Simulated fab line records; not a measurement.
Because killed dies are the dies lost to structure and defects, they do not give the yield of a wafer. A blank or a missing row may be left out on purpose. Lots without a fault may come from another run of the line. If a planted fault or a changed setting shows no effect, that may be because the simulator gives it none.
fab line records ; flow nand_harc
record: lots: 6; wafers: 18; last_day: 33
route steps=1302 shown P_GATE@205 P_CONTACT@217
lots that met no fault: taken from a fault-free run of the same line
start_h: start of the lot's first displayed wafer, in hours after the record's first day ; wait_h: time in hours since the lot's previous step ; " the same as in the row above ; L1.1+2: a row that stands for several wafers ; - no value present, or no start provided ; * or withheld: withheld ; < > ~ a bound
route shown NAME@n: NAME is a module with steps in the file, n the number in the route of the first one ; usual: mean/standard deviation taken from wafers without a fault ; same: alike in all rows ; chamber/n: place in a boat ; sites: each site's reading ; _std_site: the standard deviation of these ; _edge_site: outer sites' mean less inner sites' ; radius_mm: how far each site lies from the wafer's centre ; mask NAME#n: copy n ; behind: the most recent tool/chamber to have shaped the wafer ; hold: the reason the lot was held/the length of the hold in hours/how it ended ; device: which transistor (n, p or np) failed to switch ; end of line: at the end of the route, the tests of the same wafers ; for a step that has no rows: nothing shown but its recipe ; killed: not the wafer's yield, but the dies lost to structure and defects at the first sort ; map: dies across one wafer; x = killed, . = not, _ = none there
set.NAME: the setting as run; set.NAME@STEP: as run at that earlier step ; model.NAME: the simulator's own value behind a step, which no gauge read
lots seen at some steps along the route; tables by step, rows by wafer
services: when a tool's chamber went out of use (start_h, in hours from the record's first day, below 0 if earlier), for how many hours, and the reason
== steps ==
step: NHARC_P_GATE_STRIP_95
recipe: power_w: 1500; temp_c: 250; chemistry: O2
usual: drypump_motor_current_A: 6.0/0.41; heater_power_w: 320/27
lot.wafer;tool;chamber;start_h;wait_h;drypump_motor_current_A;heater_power_w;rf_hours_counter_h
L462.3;plasma_asher-01;1;121.77;0.4;5.5;345;-
L462.4;plasma_asher-01;0;121.77;0.4;6.5;287;-
L462.5;plasma_asher-01;0;121.77;0.4;6.5;283;-
L463.2;plasma_asher-02;0;133.30;0.6;5.7;365;9
L463.1;plasma_asher-02;1;133.30;0.6;6.1;303;9
L463.6;plasma_asher-02;1;133.30;0.6;6.1;311;-
L469.2;plasma_asher-02;0;196.09;0.6;5.7;371;24
L469.4;plasma_asher-02;0;196.09;0.6;5.7;361;-
L469.6;plasma_asher-02;0;196.09;0.6;5.7;357;-
L479.2;plasma_asher-02;0;301.31;0.5;5.7;341;10
L479.5;plasma_asher-02;1;301.31;0.5;6.1;313;-
L479.6;plasma_asher-02;0;301.31;0.5;5.7;348;-
L481.2;plasma_asher-02;1;319.17;0.5;6.1;307;13
L481.6;plasma_asher-02;0;319.17;0.5;5.7;337;-
L481.5;plasma_asher-02;1;319.17;0.5;6.1;308;-
L482.2;plasma_asher-01;0;331.85;0.6;6.6;289;32
L482.4;plasma_asher-01;0;331.85;0.6;6.5;285;-
L482.6;plasma_asher-01;1;331.85;0.6;5.5;322;-
step: NHARC_P_GATE_STRIP_96
recipe: time_s: 900; temp_c: 130; chemistry: SPM
step: NHARC_P_GATE_RTA_64
recipe: temp_c: 1050; time_s: 1
step: NHARC_P_GATE_ETCH_77
recipe: target_depth_a: 60; chemistry: dHF; material: SiO2
step: NHARC_P_GATE_DEGAS_109
recipe: temp_c: 300; time_s: 60
usual: heater_power_w: 455/45
same: time_s: 60
lot.wafer;tool;chamber;start_h;wait_h;heater_power_w
L462.4;pvd_sputter-02;-;122.62;0.1;503
L462.3;pvd_sputter-02;-;122.62;0.1;469
L462.5;pvd_sputter-02;-;122.62;0.1;505
L463.1;pvd_sputter-03;-;134.18;0.1;424
L463.2;pvd_sputter-03;-;134.18;0.1;429
L463.6;pvd_sputter-03;-;134.18;0.1;440
L469.4;pvd_sputter-01;-;196.95;0.1;531
L469.2;pvd_sputter-01;-;196.95;0.1;466
L469.6;pvd_sputter-01;-;196.95;0.1;533
L479.2;pvd_sputter-02;-;302.38;0.1;490
L479.6;pvd_sputter-02;-;302.38;0.1;503
L479.5;pvd_sputter-02;-;302.38;0.1;500
L481.2;pvd_sputter-02;-;320.22;0.1;494
L481.6;pvd_sputter-02;-;320.22;0.1;486
L481.5;pvd_sputter-02;-;320.22;0.1;503
L482.2;pvd_sputter-02;-;332.73;0.1;403
L482.4;pvd_sputter-02;-;332.73;0.1;501
L482.6;pvd_sputter-02;-;332.73;0.1;505
step: NHARC_P_GATE_PRE_CLEAN_110
recipe: time_s: 30; bias_v: 200; gas: Ar
step: NHARC_P_GATE_SPUTTER_78
recipe: target_thk_a: 100; material: Ni
step: NHARC_P_GATE_SPUTTER_79
recipe: target_thk_a: 100; material: TiN
step: NHARC_P_GATE_RTA_80
recipe: temp_c: 300; time_s: 30
usual: lamp_power_pct: 2.012/0.017; wafer_temp_C_max: 301.3/0.31
same: time_s: 30
lot.wafer;tool;chamber;start_h;wait_h;lamp_power_pct;wafer_temp_C_max
L462.3;rtp_anneal-01;0;122.97;-;2.002;301.5
L462.4;rtp_anneal-01;0;122.97;-;2.002;300.7
L462.5;rtp_anneal-01;0;122.97;-;2.004;300.6
L463.1;rtp_anneal-02;0;134.47;-;2.031;301.9
L463.2;rtp_anneal-02;0;134.47;-;2.031;301.7
L463.6;rtp_anneal-02;0;134.47;-;2.033;301.3
L469.2;rtp_anneal-01;0;197.28;-;2.000;301.0
L469.4;rtp_anneal-01;0;197.28;-;2.000;301.2
L469.6;rtp_anneal-01;0;197.28;-;2.000;301.4
L479.2;rtp_anneal-01;0;302.70;-;2.002;300.9
L479.5;rtp_anneal-01;0;302.70;-;1.998;301.5
L479.6;rtp_anneal-01;0;302.70;-;1.998;300.9
L481.2;rtp_anneal-01;0;320.53;-;1.999;300.7
L481.5;rtp_anneal-01;0;320.53;-;1.995;301.2
L481.6;rtp_anneal-01;0;320.53;-;1.995;301.0
L482.2;rtp_anneal-01;0;333.06;-;2.000;301.3
L482.4;rtp_anneal-01;0;333.06;-;1.998;301.0
L482.6;rtp_anneal-01;0;333.06;-;2.001;301.4
step: NHARC_P_GATE_STRIP_67
recipe: time_s: 600; temp_c: 130; chemistry: SPM
step: NHARC_P_GATE_RTA_82
recipe: temp_c: 450; time_s: 30
usual: lamp_power_pct: 3.96/0.035; wafer_temp_C_max: 451.9/0.45
same: time_s: 30
lot.wafer;tool;chamber;start_h;wait_h;lamp_power_pct;wafer_temp_C_max
L462.3;rtp_anneal-01;0;123.43;-;3.92;452.3
L462.4;rtp_anneal-01;0;123.43;-;3.92;451.5
L462.5;rtp_anneal-01;0;123.43;-;3.93;451.8
L463.1;rtp_anneal-01;0;134.93;-;3.92;451.7
L463.2;rtp_anneal-01;0;134.93;-;3.92;451.4
L463.6;rtp_anneal-01;0;134.93;-;3.92;451.2
L469.2;rtp_anneal-02;0;198.04;-;4.00;452.3
L469.4;rtp_anneal-02;0;198.04;-;3.99;452.3
L469.6;rtp_anneal-02;0;198.04;-;4.00;452.0
L479.2;rtp_anneal-01;0;303.15;-;3.93;451.8
L479.5;rtp_anneal-01;0;303.15;-;3.93;451.7
L479.6;rtp_anneal-01;0;303.15;-;3.92;452.0
L481.2;rtp_anneal-02;0;320.99;-;4.00;451.0
L481.5;rtp_anneal-02;0;320.99;-;3.99;451.7
L481.6;rtp_anneal-02;0;320.99;-;3.99;451.9
L482.2;rtp_anneal-02;0;333.52;-;3.99;452.2
L482.4;rtp_anneal-02;0;333.52;-;4.00;451.9
L482.6;rtp_anneal-02;0;333.52;-;4.00;452.1
step: NHARC_P_GATE_INSPECT_68
usual: raw_defect_count: 190/82
lot.wafer;tool;chamber;start_h;wait_h;raw_defect_count
L462.3;defect_inspect-01;-;123.57;0.1;96
L462.4;defect_inspect-01;-;123.57;0.1;164
L462.5;defect_inspect-01;-;123.57;0.1;156
L463.1;defect_inspect-01;-;135.12;0.2;185
L463.2;defect_inspect-01;-;135.12;0.2;116
L463.6;defect_inspect-01;-;135.12;0.2;113
L469.2;defect_inspect-02;-;198.21;0.1;167
L469.4;defect_inspect-02;-;198.21;0.1;235
L469.6;defect_inspect-02;-;198.21;0.1;115
L479.2;defect_inspect-02;-;303.32;0.1;142
L479.5;defect_inspect-02;-;303.32;0.1;136
L479.6;defect_inspect-02;-;303.32;0.1;155
L481.2;defect_inspect-01;-;321.16;0.1;243
L481.5;defect_inspect-01;-;321.16;0.1;198
L481.6;defect_inspect-01;-;321.16;0.1;338
L482.2;defect_inspect-01;-;333.68;0.1;277
L482.4;defect_inspect-01;-;333.68;0.1;312
L482.6;defect_inspect-01;-;333.68;0.1;146
step: NHARC_P_CONTACT_DEP_30
recipe: target_thk_a: 300; temp_c: 400; target_thk_nm: 30; flow_sccm: 200; rf_w: 450; material: SiNx
usual: heater_power_w: 736/83
lot.wafer;tool;chamber;start_h;wait_h;heater_power_w;since_wet_clean_h
L462.3;pecvd-04;1;123.68;0.1;774;23
L462.5;pecvd-04;0;123.68;0.1;670;-
L462.4;pecvd-04;2;123.68;0.1;709;-
L463.1;pecvd-02;2;135.19;0.1;704;76
L463.2;pecvd-02;1;135.19;0.1;650;76
L463.6;pecvd-02;0;135.19;0.1;844;-
L469.2;pecvd-01;0;198.32;0.1;759;55
L469.4;pecvd-01;0;198.32;0.1;770;-
L469.6;pecvd-01;1;198.32;0.1;715;-
L479.2;pecvd-02;1;303.43;0.1;787;63
L479.5;pecvd-02;0;303.43;0.1;813;-
L479.6;pecvd-02;1;303.43;0.1;775;-
L481.2;pecvd-02;1;321.26;0.1;775;81
L481.5;pecvd-02;0;321.26;0.1;773;-
L481.6;pecvd-02;1;321.26;0.1;758;-
L481.2;pecvd-02;1;321.73;-;787;-
L481.5;pecvd-02;0;321.73;-;789;-
L481.6;pecvd-02;1;321.73;-;787;-
L482.2;pecvd-04;0;333.79;0.1;620;52
L482.6;pecvd-04;2;333.79;0.1;679;-
L482.4;pecvd-04;1;333.79;0.1;740;-
L482.2;pecvd-04;0;334.25;-;619;-
L482.6;pecvd-04;2;334.25;-;689;-
L482.4;pecvd-04;1;334.25;-;759;-
step: NHARC_P_CONTACT_DEP_00
recipe: target_thk_a: 5000; temp_c: 400; pressure_torr: 6.5; rf_w: 900; teos_flow_sccm: 161.4; flow_sccm: 2650; target_thk_nm: 500; gas: O2; material: SiO2
usual: heater_power_w: 573/95; throttle_valve_pct: 16.0/0.72
lot.wafer;tool;chamber;start_h;wait_h;heater_power_w;since_wet_clean_h;throttle_valve_pct
L462.3;pecvd-04;1;-;-;618;23;15.6
L462.5;pecvd-04;0;-;-;403;-;16.4
L462.4;pecvd-04;2;-;-;432;-;16.9
L463.1;pecvd-02;2;-;-;598;76;16.2
L463.2;pecvd-02;1;-;-;507;77;16.3
L463.6;pecvd-02;0;-;-;741;-;15.8
L469.2;pecvd-01;0;-;-;581;56;15.2
L469.4;pecvd-01;0;-;-;612;-;15.4
L469.6;pecvd-01;1;-;-;573;-;14.8
L479.2;pecvd-02;1;-;-;552;64;15.9
L479.5;pecvd-02;0;-;-;540;-;15.8
L479.6;pecvd-02;1;-;-;576;-;16.3
L481.2;pecvd-02;1;-;-;529;82;15.8
L481.5;pecvd-02;0;-;-;696;-;15.8
L481.6;pecvd-02;1;-;-;559;-;16.1
L482.2;pecvd-04;0;-;-;421;53;16.7
L482.6;pecvd-04;2;-;-;552;-;16.7
L482.4;pecvd-04;1;-;-;641;-;16.0
== services ==
tool;chamber;start_h;hours;kind
pvd_sputter-03;-;98.50;8.3;repair
pvd_sputter-02;-;104.07;10.0;pm
pecvd-01;-;130.00;13.0;pm
pvd_sputter-02;-;150.74;3.4;repair
plasma_asher-01;-;165.21;9.0;pm
pvd_sputter-03;-;170.00;10.0;pm
pvd_sputter-02;-;172.72;1.0;repair
pecvd-02;2;176.09;4.2;repair
pvd_sputter-01;-;180.58;1.8;repair
pecvd-04;1;202.67;2.5;repair
pecvd-01;-;210.32;1.2;repair
pvd_sputter-01;-;226.04;10.0;pm
pecvd-02;-;227.02;13.0;pm
pecvd-02;0;227.02;13.0;vent_cycle
pecvd-02;1;227.02;13.0;vent_cycle
pecvd-02;2;227.02;13.0;vent_cycle
pecvd-02;0;240.02;-;clean
plasma_asher-02;-;249.00;9.0;pm
pecvd-04;-;269.05;13.0;pm
pecvd-02;1;269.22;14.4;repair
pvd_sputter-02;-;282.07;10.0;pm
pvd_sputter-02;-;295.20;1.3;repair
pecvd-02;-;307.47;1.5;repair
pecvd-01;-;311.00;13.0;pm
== key ==
first_sign: step: NHARC_P_CONTACT_DEP_30; reading: visit; direction: added
effect none on later readings
met_at NHARC_P_CONTACT_DEP_30
struck_wafers L481.2,L481.5,L481.6,L482.2,L482.4,L482.6
sort_left_out L481.2,L481.5,L481.6,L482.2,L482.4,L482.6
tester_left_out L481,L482
fault: kind: repeated_step_whole; tool: pecvd-01,pecvd-02,pecvd-04; chamber: -; onset_h: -; steps: NHARC_P_CONTACT_DEP_30; times: 1; scope: struck_lots_only
tester_left_out: of these lots the tester's yield and bins aren't shown, on N5 and GAA mostly nor the transistor test; their killed dies are dies lost to structure and defects alone, not to doping, threshold or leakage, so they don't give the yield
sort_left_out: the simulated sort isn't trusted on such a fault, so these wafers' sort isn't shown, and their yield isn't known
